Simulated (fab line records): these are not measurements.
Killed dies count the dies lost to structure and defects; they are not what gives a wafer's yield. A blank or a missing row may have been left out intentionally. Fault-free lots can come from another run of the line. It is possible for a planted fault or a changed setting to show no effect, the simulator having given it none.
Matching of chambers | flow n5-finfet | 4 sister chambers for N5_BEOL_M8_CMP_52 on cmp-02
The step polishes, stops on SiCOH lowk, t overpolish 6.9 s, target thk 80 nm. 8 wafers are shown with their chamber, then 10 later ones without.

WAFERS WITH THEIR CHAMBER
wafer  | chamber | motor-current-A (A) | time-to-endpoint-s (s)
L086.3 | 3       | 5.2                 | 58
L086.4 | 2       | 5.4                 | 59
L086.6 | 1       | 6.7                 | 62
L088.2 | 0       | 6.6                 | 62
L088.4 | 3       | 5.6                 | 60
L088.6 | 0       | 6.5                 | 63
L093.2 | 2       | 5.3                 | 61
L093.5 | 1       | 6.5                 | 67

WAFERS WHOSE CHAMBER IS MISSING
wafer  | motor-current-A (A) | time-to-endpoint-s (s)
L093.6 | 5.3                 | 60
L094.2 | 5.3                 | 57
L094.4 | 6.7                 | 64
L094.5 | 6.9                 | 60
L095.1 | 6.4                 | 60
L095.2 | 6.4                 | 60
L095.3 | 5.3                 | 58
L097.1 | 6.4                 | 63
L097.3 | 6.6                 | 61
L097.4 | 5.4                 | 57

WHICH CHAMBER EACH WENT THROUGH
wafer  | from the rows above     | in truth
L093.6 | can't be placed: 2 or 3 | 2
L094.2 | can't be placed: 3 or 2 | 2
L094.4 | can't be placed: 1 or 0 | 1
L094.5 | can't be placed: 0 or 1 | 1
L095.1 | can't be placed: 0 or 1 | 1
L095.2 | can't be placed: 0 or 1 | 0
L095.3 | can't be placed: 3 or 2 | 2
L097.1 | can't be placed: 0 or 1 | 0
L097.3 | can't be placed: 0 or 1 | 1
L097.4 | can't be placed: 3 or 2 | 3
0 of 10 placed correctly. These rows do not allow placing 10 (true chamber among the candidates in 10). Number placed wrongly: 0.
How it was worked out, from the rows above alone: a wafer's distance from a chamber is the root of the sum, over the readings, of the square of ((its reading less the chamber's mean) divided by the reading's scatter). The wafer belongs to the nearest chamber; if the next one is less than 2 further off, it can't be placed. The mean given for a chamber averages the wafers shown for that chamber. The scatter is the square root of a quotient: the sum, over the shown wafers, of each reading's squared deviation from its chamber's mean, divided by wafers minus chambers.
